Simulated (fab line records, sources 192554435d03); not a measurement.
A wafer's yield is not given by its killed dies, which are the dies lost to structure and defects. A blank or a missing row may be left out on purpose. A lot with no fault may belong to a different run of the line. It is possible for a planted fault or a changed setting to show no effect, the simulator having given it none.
Struck lot and sound lot, side by side | flow n5 finfet | 37 out of 1938 route steps
Sound: wafers L751.4, L751.5, L751.6. The struck wafers were L760.1, L760.4, L760.5. The cause is named last.
Order at every step that has rows: each side's tool, ch and its chambers, its first start. Under that, the readings that differ: sound wafers | struck wafers | difference of the means | sigmas: that difference in standard deviations of wafers without a fault.
alike: a reading whose means differ by less than 2 such deviations, as well as words and numbers matching on both sides. not compared: withheld readings; readings where some wafer has no value; bounds like >300 that might hide an equal value; numbers whose values overlap and for which the record gives no deviation.
A row with sigmas, a row that says differs or no value, or rows on one side alone: a step with any of these is where the two part. Numbers that have no deviation but don't overlap get no sigmas and don't part them. Lack of a reading on every wafer of one side parts them only where that side has two or more wafers.

first, 9 steps without rows for these wafers: N5_BEOL_M4_ANNEAL_95 (time 240 s); N5_BEOL_M4_SPUTTER_96 (material Cu, target thk 4.5 nm, time 8.29 s); N5_BEOL_M4_ECD_50 (material Cu, target thk 300 nm); N5_BEOL_M4_ANNEAL_51 (time 90 s); N5_BEOL_M4_CMP_52 (polishes, stops on SiOC, t overpolish 6.8 s, target thk 40 nm); N5_BEOL_M4_PRE_CLEAN_60 (time 15 s); N5_BEOL_M4_CO_CAP_55 (material Co, precursor CCTBA/H2, target thk 2 nm, time 102.1 s); N5_BEOL_M4_PRE_CLEAN_56 (time 15 s); N5_BEOL_M4_DEP_57 (deposits SiCN from 3MS/NH3, target thk 8 nm, time 14 s).
N5_BEOL_M4_RC_MEAS_101:
  sound on prober-02 ch 0, day 8 01:53; struck on prober-01 ch 0, day 10 08:47
  reading       | sound          | struck         | difference | sigmas
  SS_N (mV/dec) | 70.5 71.3 70.0 | 71.9 71.4 71.8 | +1.1       | +2
  alike: DIBL_N, DIBL_P, IOFF_N, IOFF_P, ION_N, ION_P, SS_P, VT_N, VT_P
then, 24 steps without rows for these wafers: N5_BEOL_M5_ILD_DEP_00 (deposits SiCOH lowk from DEMS/porogen, target thk 140.64 nm, time 25.9 s); N5_BEOL_M5_CURE_79 (cures SiCOH lowk, time 240 s); N5_BEOL_M5_PECVD_70 (deposits SiO2 from TEOS/O2, target thk 16 nm, time 18 s); N5_BEOL_M5_HM_DEP_02 (deposits TiN, target thk 20 nm); N5_BEOL_M5_COAT_59 (time 60 s, resist thk 60 nm); N5_BEOL_M5_COAT_60 (time 60 s, resist thk 12 nm); N5_BEOL_M5_COAT_71 (time 60 s, resist thk 5 nm); N5_BEOL_M5_COAT_05 (resist thk 30 nm); N5_BEOL_M5_EBR_07; N5_BEOL_M5_SOFTBAKE_06 (time 60 s); N5_BEOL_M5_EXPOSE_08 (exposes mask M5, target cd 28 nm); N5_BEOL_M5_PEB_09 (peb time 60 s); N5_BEOL_M5_DEVELOP_10 (develop time 30 s); N5_BEOL_M5_DESCUM_16 (chemistry O2, time 7 s); N5_BEOL_M5_ETCH_72 (etches underlayer in N2/H2, target depth 6.5 nm, time 5.2 s); N5_BEOL_M5_ETCH_61 (etches SiARC in CF4, target depth 15.6 nm, time 26 s); N5_BEOL_M5_ETCH_62 (etches SOC in N2/H2, target depth 75 nm, overetch 15 nm, time 112.5 s); N5_BEOL_M5_STRIP_63 (strips in N2/H2); N5_BEOL_M5_STRIP_73 (strips in N2/H2); N5_BEOL_M5_STRIP_64 (strips in CF4); N5_BEOL_M5_HM_OPEN_17 (chemistry Cl2/BCl3, target TiN, target depth 20 nm, overetch 6 nm); N5_BEOL_M5_STRIP_19 (strips in O2); N5_BEOL_M5_COAT_65 (time 60 s, resist thk 60 nm); N5_BEOL_M5_COAT_66 (time 60 s, resist thk 12 nm).
N5_BEOL_M6_STRIP_36: strips in N2/H2.
  sound on rie diel-05 ch 0,1,2, day 8 19:50; struck on rie diel-05 ch 0,3, day 10 23:55
  no value came back on the struck wafers for any of 7 readings (bias power w (W), chamber pressure mTorr (mTorr) and others); on the sound wafers bias power w (W) reads 7.020 7.036 7.024
  reading                                  | sound | struck   | difference | sigmas
  model.SOC_of_BEOL_M6_COAT_63.thk nm (nm) | 0 0 0 | 54 54 54 | +54        |
  not compared: rf hours counter h
N5_BEOL_M6_ETCH_41: etches SiCN in CH3F/O2, target depth 29.7 nm, time 52 s.
  sound on rie diel-05 ch 0,1,2; struck on rie diel-05 ch 0,3, day 10 23:59
  reading                                  | sound             | struck            | difference | sigmas
  oes product au (a.u.)                    | 0.69 0.79 0.69    | 0.83 1.02 1.03    | +0.24      | +3
  throttle valve pct (%)                   | 16.39 16.43 16.72 | 16.00 15.94 15.95 | -0.55      | -2
  model.SOC_of_BEOL_M6_COAT_63.thk nm (nm) | 0 0 0             | 37.4 37.2 37.2    | +37.3      |
  alike: drypump motor current A, rf vpp V, showerhead plenum p Torr
  not compared: rf hours counter h
-- here the record skips 4 days between the struck wafers' starts before and after, leaving off in module BEOL_M6 and picking up in module PASSIVATION (first step shown: number 1936 of the route) --
N5_PASSIVATION_PROBE_49:
  struck on prober-01, day 14 13:29; sound on prober-01, day 12 06:43
  reading                  | sound          | struck         | difference | sigmas
  defect limited yield (%) | 91.0 92.1 93.4 | 0 0 0          | -92        | -61
  killed_at_M4_up          | 20 7 22        | 1080 1121 1090 | +1081      | +99 or more
  killed dies              | 106 93 78      | 1180 1180 1180 | +1088      | +64
  killed on rim            | 21 11 5        | 152 152 152    | +140       | +33
  sort_bin_5_function (%)  | 4.2 4.2 3.7    | 96.4 96.9 96.4 | +92.5      | +93
  sort n pass              | 1074 1087 1102 | 0 0 0          | -1088      | -64
  sort yield pct (%)       | 91.0 92.1 93.4 | 0 0 0          | -92        | -61
  alike: killed_at_M0_to_M3, killed at contacts, killed at front end, killed at other, killed open, killed short, sort_bin_6_memory

WHERE THEY PART
First at N5_BEOL_M4_RC_MEAS_101; last, within this record, at N5_PASSIVATION_PROBE_49.

WHY: what had been put in by the simulator
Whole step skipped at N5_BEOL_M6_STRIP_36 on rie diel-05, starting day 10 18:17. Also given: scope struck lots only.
